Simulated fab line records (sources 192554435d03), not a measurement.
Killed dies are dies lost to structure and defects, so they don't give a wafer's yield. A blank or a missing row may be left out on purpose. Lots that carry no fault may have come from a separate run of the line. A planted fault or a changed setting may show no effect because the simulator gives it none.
fab line records -- flow n5Finfet
record lots=10, wafers=26, lastDay=16
route steps=1938 shown BEOL_M1@836 BEOL_M2@856 BEOL_M4@1111 PASSIVATION@1936
lots that met no fault: taken from a fault-free run of the same line
startH: hours from the record's first day to the start of the lot's first wafer shown -- waitH: hours elapsed since this lot's preceding step -- " identical to the entry in the row above -- L1.1+2: a row that stands for several wafers -- - no value, or no start was given -- * or withheld: withheld -- < > ~ a bound
route shown NAME@n: NAME is a module with steps in the file, n the number in the route of the first one -- usual: average and standard deviation across the fault-free wafers -- same: alike in all rows -- chamber/n: place in a boat -- sites: per-site readings -- _std_site: how widely they spread, as a standard deviation -- _edge_site: mean of outer sites minus mean of inner sites -- radiusMm: for every site, how far away it sits from the centre of the wafer -- mask NAME#n: copy n -- behind: the tool/chamber that last shaped the wafer -- hold: why the lot went on hold/how many hours it stayed there/how the hold came to an end -- device: names the non-switching transistor (n, p or np) -- end of line: the tests these same wafers got at the end of their route -- a step given without rows: its recipe and nothing more -- killed: dies lost to structure and defects at the first sort, not the wafer's yield -- map: per-die view of a wafer (x killed, . not killed, _ where there is no die)
set.NAME: setting as actually run; set.NAME@STEP: the setting as run at that earlier step -- model.NAME: the simulator's own value behind a step, which no gauge read
steps of the route over a sample of lots; a table a step, a row a wafer
services: from which hour (startH, from the record's first day; less than 0 if before it) a tool's chamber was out of use, for how many hours, and why
## steps
# step N5_BEOL_M1_CO_CAP_55
# recipe material=Co, targetThkA=20, tempC=200, precursor=CCTBA/H2, pressureTorr=30, timeS=102.1
# usual heaterPowerW=249/23
lot.wafer,tool,chamber,startH,waitH,heaterPowerW
L613.2,cvdCo-01,0,141.56,0.0,256
L613.5,cvdCo-01,1,141.56,0.0,213
L613.6,cvdCo-01,2,141.56,0.0,246
L614.4,cvdCo-02,1,145.23,0.0,290
L614.5,cvdCo-02,0,145.23,0.0,250
L614.6,cvdCo-02,2,145.23,0.0,235
L615.2,cvdCo-01,2,145.88,0.0,244
L615.3,cvdCo-01,1,145.88,0.0,208
L617.4,cvdCo-02,0,153.07,0.0,254
L617.5,cvdCo-02,2,153.07,0.0,239
L617.6,cvdCo-02,1,153.07,0.0,284
L618.2,cvdCo-02,0,165.64,0.0,251
L618.5,cvdCo-02,1,165.64,0.0,279
L618.6,cvdCo-02,0,165.64,0.0,254
L625.3,cvdCo-02,2,215.28,0.0,236
L625.5,cvdCo-02,1,215.28,0.0,292
L625.6,cvdCo-02,2,215.28,0.0,230
L626.1,cvdCo-01,0,218.96,0.0,255
L626.3,cvdCo-01,2,218.96,0.0,253
L627.1,cvdCo-02,1,221.51,0.0,288
L627.6,cvdCo-02,2,221.51,0.0,233
L628.2,cvdCo-02,2,236.20,0.0,233
L628.3,cvdCo-02,1,236.20,0.0,288
L628.6,cvdCo-02,2,236.20,0.0,232
L632.2,cvdCo-02,2,250.65,0.0,235
L632.6,cvdCo-02,1,250.65,0.0,287
# step N5_BEOL_M2_INSPECT_13
# recipe mode=adi, inspectInstrument=brightfield
# usual rawDefectCount=405/81
lot.wafer,tool,chamber,startH,waitH,rawDefectCount
L613.2,defectInspect-01,-,142.84,0.0,390
L613.5,defectInspect-01,-,142.84,0.0,515
L613.6,defectInspect-01,-,142.84,0.0,368
L614.4,defectInspect-02,-,146.67,0.0,322
L614.5,defectInspect-02,-,146.67,0.0,460
L614.6,defectInspect-02,-,146.67,0.0,283
L615.2,defectInspect-02,-,147.47,0.0,306
L615.3,defectInspect-02,-,147.47,0.0,356
L617.4,defectInspect-01,-,154.74,0.0,433
L617.5,defectInspect-01,-,154.74,0.0,392
L617.6,defectInspect-01,-,154.74,0.0,489
L618.2,defectInspect-01,-,168.40,0.0,496
L618.5,defectInspect-01,-,168.40,0.0,468
L618.6,defectInspect-01,-,168.40,0.0,357
L625.3,defectInspect-02,-,217.41,0.0,399
L625.5,defectInspect-02,-,217.41,0.0,412
L625.6,defectInspect-02,-,217.41,0.0,460
L626.1,defectInspect-01,-,221.28,0.1,366
L626.3,defectInspect-01,-,221.28,0.1,506
L627.1,defectInspect-01,-,230.31,0.1,313
L627.6,defectInspect-01,-,230.31,0.1,490
L628.2,defectInspect-01,-,237.43,0.0,406
L628.3,defectInspect-01,-,237.43,0.0,322
L628.6,defectInspect-01,-,237.43,0.0,424
L632.2,defectInspect-01,-,252.00,0.0,360
L632.6,defectInspect-01,-,252.00,0.0,391
# step N5_BEOL_M2_ETCH_74
# recipe chemistry=N2/H2, target=underlayer, targetDepthA=65, maskMaterial=CAR-EUV, timeS=5.2, ionEnergyEv=200, pressureMtorr=30, sourceW=840, biasW=150, n2FlowSccm=200, h2FlowSccm=200, ends=cleared
# usual drypumpMotorCurrentA=6.0/0.49, etchRfOnTimeS=5.17/0.12, oesProductAu=0.67/0.074, rfVppV=524.3/2.8, showerheadPlenumPTorr=2.56/0.092, throttleValvePct=17.82/0.15
lot.wafer,tool,chamber,startH,waitH,drypumpMotorCurrentA,etchRfOnTimeS,oesProductAu,rfHoursCounterH,rfVppV,showerheadPlenumPTorr,throttleValvePct
L613.2,rieDiel-01,1,142.91,0.0,6.5,5.55,0.59,217,520.8,2.51,18.12
L613.5,rieDiel-01,1,142.91,0.0,6.5,5.48,0.59,-,521.9,2.51,18.11
L613.6,rieDiel-01,2,142.91,0.0,4.8,5.20,0.63,-,526.8,2.63,17.94
L614.4,rieDiel-02,0,147.88,0.0,6.0,5.14,0.68,97,522.5,2.45,17.64
L614.5,rieDiel-02,1,147.88,0.0,5.4,5.09,0.63,-,524.6,2.53,17.90
L614.6,rieDiel-02,2,147.88,0.0,6.3,5.16,0.75,-,529.4,2.71,17.64
L615.2,rieDiel-02,1,148.33,0.0,5.4,5.08,0.63,183,523.1,2.53,17.90
L615.3,rieDiel-02,2,148.33,0.0,6.4,5.15,0.76,38,526.5,2.71,17.65
L617.4,rieDiel-01,0,154.80,0.0,5.5,5.21,0.84,3,526.7,2.73,17.71
L617.5,rieDiel-01,3,154.80,0.0,5.9,4.95,0.81,-,525.0,2.60,17.89
L617.6,rieDiel-01,0,154.80,0.0,5.6,5.26,0.83,-,529.1,2.73,17.76
L618.2,rieDiel-05,3,168.50,0.0,5.5,5.32,0.74,42,529.7,2.69,17.59
L618.5,rieDiel-05,2,168.50,0.0,5.7,5.25,0.57,-,520.8,2.50,18.06
L618.6,rieDiel-05,3,168.50,0.0,5.5,5.27,0.74,-,528.5,2.69,17.63
L625.3,rieDiel-02,1,217.55,0.0,5.4,5.85,0.57,207,522.0,2.52,17.95
L625.5,rieDiel-02,0,217.55,0.0,6.0,5.17,0.66,-,521.5,2.44,17.70
L625.6,rieDiel-02,3,217.55,0.0,6.6,5.97,0.58,-,524.6,2.51,17.81
L626.1,rieDiel-02,0,221.43,0.0,6.0,5.12,0.66,124,521.0,2.44,17.71
L626.3,rieDiel-02,1,221.43,0.0,5.4,5.79,0.56,209,522.7,2.52,17.93
L627.1,rieDiel-02,3,230.38,0.0,6.6,5.10,0.62,175,523.2,2.51,17.83
L627.6,rieDiel-02,2,230.38,0.0,6.4,5.88,0.68,-,526.3,2.69,17.67
L628.2,rieDiel-01,3,237.50,0.0,5.9,4.95,0.76,41,527.1,2.59,17.92
L628.3,rieDiel-01,0,237.50,0.0,5.6,5.18,0.80,27,526.4,2.72,17.77
L628.6,rieDiel-01,1,237.50,0.0,6.5,5.54,0.56,-,522.6,2.49,18.14
L632.2,rieDiel-05,0,252.08,0.0,5.6,5.03,0.81,10,521.5,2.51,17.77
L632.6,rieDiel-05,1,252.08,0.0,6.2,5.17,0.59,-,521.4,2.50,17.67
# step N5_BEOL_M2_STRIP_66
# recipe chemistry=CF4, resist=SiARC, powerW=300, biasPowerW=75, pressureMtorr=50, cf4FlowSccm=150, rfFrequencyHz=6e+07
# usual biasPowerW=74.97/0.22, drypumpMotorCurrentA=6.0/0.48, oesProductAu=0.77/0.083, rfVppV=271.6/1.5, showerheadPlenumPTorr=1.81/0.059, throttleValvePct=13.59/0.19
lot.wafer,tool,chamber,startH,waitH,biasPowerW,drypumpMotorCurrentA,oesProductAu,rfHoursCounterH,rfVppV,showerheadPlenumPTorr,throttleValvePct
L613.2,rieDiel-01,1,143.09,0.0,74.60,6.4,0.69,217,271.1,1.78,14.05
L613.5,rieDiel-01,1,143.09,0.0,74.56,6.4,0.70,-,272.2,1.78,14.06
L613.6,rieDiel-01,2,143.09,0.0,74.89,4.9,0.74,-,273.0,1.84,13.68
L614.4,rieDiel-02,0,148.06,0.0,74.73,6.0,0.79,97,270.7,1.73,13.49
L614.5,rieDiel-02,1,148.06,0.0,74.79,5.4,0.72,-,269.8,1.78,13.67
L614.6,rieDiel-02,2,148.06,0.0,74.60,6.4,0.87,-,274.1,1.89,13.31
L615.2,rieDiel-02,1,148.51,0.0,75.10,5.4,0.72,183,271.2,1.78,13.67
L615.3,rieDiel-02,2,148.51,0.0,75.03,6.3,0.86,39,272.9,1.89,13.32
L617.4,rieDiel-01,0,154.98,0.0,75.28,5.6,0.98,3,273.8,1.91,13.42
L617.5,rieDiel-01,3,154.98,0.0,74.79,5.9,0.91,-,273.1,1.83,13.42
L617.6,rieDiel-01,0,154.98,0.0,75.14,5.6,0.98,-,274.4,1.91,13.42
L618.2,rieDiel-05,3,168.68,0.0,74.91,5.5,0.86,42,272.5,1.91,13.47
L618.5,rieDiel-05,2,168.68,0.0,74.90,5.7,0.66,-,270.5,1.77,13.84
L618.6,rieDiel-05,3,168.68,0.0,75.08,5.5,0.86,-,273.5,1.90,13.48
L625.3,rieDiel-02,1,217.72,0.0,75.42,5.5,0.70,207,271.4,1.77,13.72
L625.5,rieDiel-02,0,217.72,0.0,75.58,6.0,0.76,-,270.9,1.73,13.57
L625.6,rieDiel-02,3,217.72,0.0,74.72,6.6,0.73,-,270.8,1.78,13.56
L626.1,rieDiel-02,0,221.61,0.0,75.17,6.0,0.76,124,271.3,1.73,13.56
L626.3,rieDiel-02,1,221.61,0.0,75.05,5.4,0.70,209,270.0,1.77,13.72
L627.1,rieDiel-02,3,230.56,0.0,75.16,6.6,0.72,175,272.1,1.78,13.56
L627.6,rieDiel-02,2,230.56,0.0,75.05,6.4,0.83,-,274.0,1.89,13.39
L628.2,rieDiel-01,3,237.68,0.0,75.06,5.9,0.86,41,272.1,1.83,13.48
L628.3,rieDiel-01,0,237.68,0.0,74.97,5.5,0.91,27,272.0,1.91,13.49
L628.6,rieDiel-01,1,237.68,0.0,74.57,6.4,0.68,-,270.3,1.77,14.11
L632.2,rieDiel-05,0,252.25,0.0,74.82,5.6,0.92,10,270.8,1.78,13.37
L632.6,rieDiel-05,1,252.25,0.0,75.55,6.2,0.69,-,270.3,1.78,13.63
# step N5_BEOL_M4_RC_MEAS_101
# usual DIBL_N=35.9/1.7, DIBL_P=35.8/2.2, IOFF_N=0.15/0.03, IOFF_P=0.21/0.036, ION_N=674/12, ION_P=463/7.2, SS_N=71.3/0.59, SS_P=73.1/0.69, VT_N=250/3, VT_P=-251/3.2
lot.wafer,tool,chamber,startH,waitH,DIBL_N[mV/V],DIBL_P[mV/V],IOFF_N[nA/um],IOFF_P[nA/um],ION_N[uA/um],ION_P[uA/um],SS_N[mV/dec],SS_P[mV/dec],VT_N[mV],VT_P[mV]
L613.2,prober-01,0,175.45,0.2,37.5,37.2,0.17,0.22,684,464,71.0,73.8,247,-250
L613.5,prober-01,0,175.45,0.2,36.1,35.1,0.15,0.18,672,462,70.5,73.2,250,-251
L613.6,prober-01,0,175.45,0.2,36.9,35.8,0.16,0.20,664,461,70.1,72.9,248,-253
L614.4,prober-01,0,177.57,0.6,34.2,33.4,0.13,0.20,674,468,71.0,72.0,249,-251
L614.5,prober-01,0,177.57,0.6,33.6,33.0,0.12,0.19,658,462,71.3,72.1,254,-250
L614.6,prober-01,0,177.57,0.6,34.9,34.2,0.14,0.20,668,462,71.7,73.0,252,-249
L615.2,prober-01,0,184.27,0.2,38.9,36.7,0.20,0.23,691,467,71.1,73.1,247,-247
L615.3,prober-01,0,184.27,0.2,37.9,36.7,0.19,0.25,670,462,71.4,72.5,245,-246
L617.4,prober-02,0,186.36,0.5,34.0,33.5,0.12,0.19,662,460,70.9,72.6,253,-251
L617.5,prober-02,0,186.36,0.5,36.1,35.7,0.16,0.22,679,470,70.9,72.7,248,-248
L617.6,prober-02,0,186.36,0.5,35.6,35.3,0.13,0.20,662,464,70.7,72.9,252,-249
L618.2,prober-02,0,210.04,0.2,36.5,36.2,0.16,0.21,676,465,71.3,72.6,249,-251
L618.5,prober-02,0,210.04,0.2,37.8,37.1,0.18,0.23,693,464,71.6,72.4,246,-248
L618.6,prober-02,0,210.04,0.2,38.6,38.2,0.20,0.25,684,471,72.5,73.0,246,-247
L626.1,prober-02,0,255.00,0.0,34.1,34.2,0.11,0.16,660,454,70.6,73.3,255,-254
L626.3,prober-02,0,255.00,0.0,35.0,34.5,0.12,0.15,656,452,71.2,72.7,253,-258
L625.3,prober-01,0,255.57,0.3,33.0,32.8,0.12,0.17,670,465,70.8,72.5,252,-253
L625.5,prober-01,0,255.57,0.3,35.6,36.6,0.15,0.22,678,465,71.9,73.1,249,-250
L625.6,prober-01,0,255.57,0.3,32.2,31.0,0.10,0.14,658,450,70.7,71.9,256,-255
L627.1,prober-01,0,268.79,0.0,35.3,38.2,0.16,0.22,668,457,71.4,74.3,250,-250
L627.6,prober-01,0,268.79,0.0,37.2,39.6,0.20,0.25,685,466,72.2,74.7,245,-250
L628.2,prober-02,0,274.82,0.2,37.9,38.3,0.17,0.22,667,454,72.1,74.6,249,-252
L628.3,prober-02,0,274.82,0.2,36.4,35.6,0.15,0.18,671,454,71.3,73.2,252,-254
L628.6,prober-02,0,274.82,0.2,36.6,38.0,0.17,0.21,690,467,71.4,73.1,251,-251
L632.2,prober-02,0,293.08,0.2,37.1,36.8,0.17,0.25,679,472,71.1,73.1,249,-246
L632.6,prober-02,0,293.08,0.2,35.7,35.6,0.15,0.22,677,464,71.6,73.1,249,-248
# step N5_PASSIVATION_PROBE_49
# usual defectLimitedYield=91.0/1.5, killed_at_M0_to_M3=35/12, killed_at_M4_up=15/5.8, killedAtContacts=14/7.2, killedAtFrontEnd=40/10, killedAtOther=3/3, killedDies=106/18, killedOpen=68/14, killedShort=35/7.2, sort_bin_5_function=5.2/0.96, sort_bin_6_memory=3.3/0.69, sortNPass=1074/18, sortYieldPct=91.0/1.5
# same grossDies=1180, killedAtBackSide=0, sort_bin_4_leakage[%]=0, sort_bin_8_speed[%]=0
lot.wafer,tool,chamber,startH,waitH,defectLimitedYield[%],killed_at_M0_to_M3,killed_at_M4_up,killedAtContacts,killedAtFrontEnd,killedAtOther,killedDies,killedOpen,killedShort,sort_bin_5_function[%],sort_bin_6_memory[%],sortNPass,sortYieldPct[%]
L614.4,prober-01,-,280.47,0.2,89.1,40,11,7,63,8,129,87,41,6.5,4.1,1051,89.1
L614.5,prober-01,-,280.52,0.2,92.9,29,9,2,40,4,84,47,34,4.3,2.5,1096,92.9
L614.6,prober-01,-,280.57,0.3,90.6,31,27,4,46,3,111,68,37,5.4,3.1,1069,90.6
L615.2,prober-02,-,281.14,0.1,90.9,42,11,9,42,3,107,76,30,5.3,3.4,1073,90.9
L615.3,prober-02,-,281.19,0.1,91.3,35,11,11,40,6,103,73,28,5.6,3.1,1077,91.3
L618.2,prober-01,-,308.31,0.1,88.3,69,15,19,33,2,138,89,47,6.9,3.9,1042,88.3
L618.5,prober-01,-,308.46,0.2,89.9,41,23,23,32,0,119,85,32,6.5,3.6,1061,89.9
L618.6,prober-01,-,308.51,0.3,89.8,44,27,13,36,0,120,80,36,5.6,3.8,1060,89.8
L627.1,prober-02,-,365.10,0.5,89.0,38,29,15,42,6,130,78,49,6.4,4.4,1050,89.0
L627.6,prober-02,-,365.35,0.8,88.8,57,23,6,43,3,132,80,51,6.3,4.4,1048,88.8
L632.2,prober-02,-,391.57,0.1,88.5,56,13,13,47,7,136,88,42,6.0,4.7,1044,88.5
L632.6,prober-02,-,391.77,0.3,91.3,33,13,13,37,7,103,67,36,5.8,2.5,1077,91.3
# killed by level:class
L614.4 FIN_SAQP:geometricParticle:open=25 BEOL_M0_SAQP:geometricParticle:open=15 STI_FIN_REVEAL:geometricParticle:open=14 BEOL_M0_SAQP:geometricParticle:short=9 FIN_SAQP:geometricParticle:short=8 MOL_CONTACT_COAG:geometricParticle:open=6 BEOL_M0:geometricParticle:open=5 BEOL_M1:geometricParticle:short=5
L614.5 FIN_SAQP:geometricParticle:open=11 FIN_SAQP:geometricParticle:short=8 BEOL_M0_SAQP:geometricParticle:open=7 DUMMY_GATE:geometricParticle:open=4 BEOL_M0_SAQP:geometricParticle:short=4 BEOL_M2:geometricParticle:open=4 BEOL_M4:geometricParticle:short=4 STARTING-WAFER:geometricParticle:short=4
L614.6 BEOL_M4:geometricParticle:open=18 STI_FIN_REVEAL:geometricParticle:open=14 BEOL_M0_SAQP:geometricParticle:short=11 BEOL_M0_SAQP:geometricParticle:open=8 FIN_SAQP:geometricParticle:short=7 BEOL_M4:geometricParticle:short=7 HKMG_FIN:areaEtch=6 FIN_SAQP:geometricParticle:open=4
L615.2 BEOL_M3:geometricParticle:open=10 STI_FIN_REVEAL:geometricParticle:open=8 MOL_CONTACT_COAG:geometricParticle:open=8 BEOL_M0_SAQP:geometricParticle:open=8 BEOL_M2:geometricParticle:open=7 BEOL_M0_SAQP:geometricParticle:short=7 STARTING-WAFER:geometricParticle:open=7 FIN_SAQP:geometricParticle:open=6
L615.3 FIN_SAQP:geometricParticle:open=12 MOL_CONTACT_COAG:geometricParticle:open=9 BEOL_M0_SAQP:geometricParticle:open=8 DUMMY_GATE:geometricParticle:open=8 BEOL_M2:geometricParticle:open=7 BEOL_M0_SAQP:geometricParticle:short=6 BEOL_M3:geometricParticle:open=6 GATE_CUT:geometricParticle:short=5
L618.2 BEOL_M0_SAQP:geometricParticle:open=16 MOL_CONTACT_COAG:geometricParticle:open=16 BEOL_M0_SAQP:geometricParticle:short=15 BEOL_M2:geometricParticle:open=13 FIN_SAQP:geometricParticle:short=8 DUMMY_GATE:geometricParticle:open=8 BEOL_M3:geometricParticle:open=8 BEOL_M1:geometricParticle:open=7
L618.5 MOL_CONTACT_COAG:geometricParticle:open=18 BEOL_M4:geometricParticle:open=12 STI_FIN_REVEAL:geometricParticle:open=9 BEOL_M1:geometricParticle:open=9 BEOL_M2:geometricParticle:open=9 BEOL_M0_SAQP:geometricParticle:open=8 FIN_SAQP:geometricParticle:open=6 BEOL_M0_SAQP:geometricParticle:short=6
L618.6 BEOL_M4:geometricParticle:open=14 MOL_CONTACT_COAG:geometricParticle:open=13 BEOL_M0_SAQP:geometricParticle:open=13 STI_FIN_REVEAL:geometricParticle:open=11 BEOL_M0_SAQP:geometricParticle:short=8 BEOL_M1:geometricParticle:open=6 STI_FIN_REVEAL:geometricParticle:short=5 BEOL_M4:geometricParticle:short=5
L627.1 BEOL_M4:geometricParticle:open=15 MOL_CONTACT_COAG:geometricParticle:open=11 FIN_SAQP:geometricParticle:open=10 FIN_SAQP:geometricParticle:short=8 BEOL_M2:geometricParticle:short=8 BEOL_M2:geometricParticle:open=7 BEOL_M4:geometricParticle:short=6 BEOL_M0_SAQP:geometricParticle:open=5
L627.6 BEOL_M0_SAQP:geometricParticle:short=19 FIN_SAQP:geometricParticle:open=15 BEOL_M4:geometricParticle:open=14 BEOL_M2:geometricParticle:open=12 FIN_SAQP:geometricParticle:short=11 BEOL_M0_SAQP:geometricParticle:open=9 BEOL_M1:geometricParticle:open=7 MOL_CONTACT_COAG:geometricParticle:open=4
L632.2 BEOL_M2:geometricParticle:open=12 MOL_CONTACT_COAG:geometricParticle:open=10 STI_FIN_REVEAL:geometricParticle:open=8 ILD0:geometricParticle:open=8 BEOL_M0_SAQP:geometricParticle:short=8 BEOL_M1:geometricParticle:open=8 BEOL_M3:geometricParticle:open=6 BEOL_M4:geometricParticle:open=6
L632.6 MOL_CONTACT_COAG:geometricParticle:open=12 GATE_CUT:geometricParticle:short=10 STI_FIN_REVEAL:geometricParticle:open=8 BEOL_M1:geometricParticle:open=7 GATE_CUT:geometricParticle:open=6 BEOL_M2:geometricParticle:open=6 BEOL_M0_SAQP:geometricParticle:short=5 BEOL_M0_SAQP:geometricParticle:open=4
## services
tool,chamber,startH,hours,kind
rieDiel-01,0,127.32,-,clean
rieDiel-01,0,127.32,-,consumableReplace:focusRing
rieDiel-01,0,127.32,-,consumableReplace:showerhead
rieDiel-01,0,127.32,22.1,scheduledDown
rieDiel-01,0,127.32,22.1,ventCycle
rieDiel-05,2,174.17,-,clean
rieDiel-05,2,174.17,-,consumableReplace:focusRing
rieDiel-05,2,174.17,18.4,scheduledDown
rieDiel-05,2,174.17,18.4,ventCycle
rieDiel-05,0,193.08,-,clean
rieDiel-05,0,193.08,-,consumableReplace:focusRing
rieDiel-05,0,193.08,30.1,scheduledDown
rieDiel-05,0,193.08,30.1,ventCycle
rieDiel-02,-,195.44,3.7,repair
cvdCo-02,-,225.47,2.8,pm
rieDiel-01,1,244.89,-,clean
rieDiel-01,1,244.89,-,consumableReplace:focusRing
rieDiel-01,1,244.89,16.2,scheduledDown
rieDiel-01,1,244.89,16.2,ventCycle
rieDiel-02,2,248.76,6.5,repair
## key
firstSign step=N5_BEOL_M2_ETCH_74, reading=etchRfOnTimeS, direction=up, sigmas=6, usual=*, struck=*
effect none on later readings
metAt N5_BEOL_M2_ETCH_74
struckLots L625,L626,L627
struckWafers L625.3,L625.6,L626.3,L627.6
notActingAt N5_BEOL_M1_CO_CAP_55,N5_BEOL_M2_INSPECT_13,N5_BEOL_M2_STRIP_66
onsetBetween 148.33 217.55
fault kind=processParameterDrift, tool=rieDiel-02, chamber=-, onsetH=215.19, steps=N5_BEOL_M2_ETCH_74, channel=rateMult, offset=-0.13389, shape=step, endH=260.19, scope=struckWafersOnly
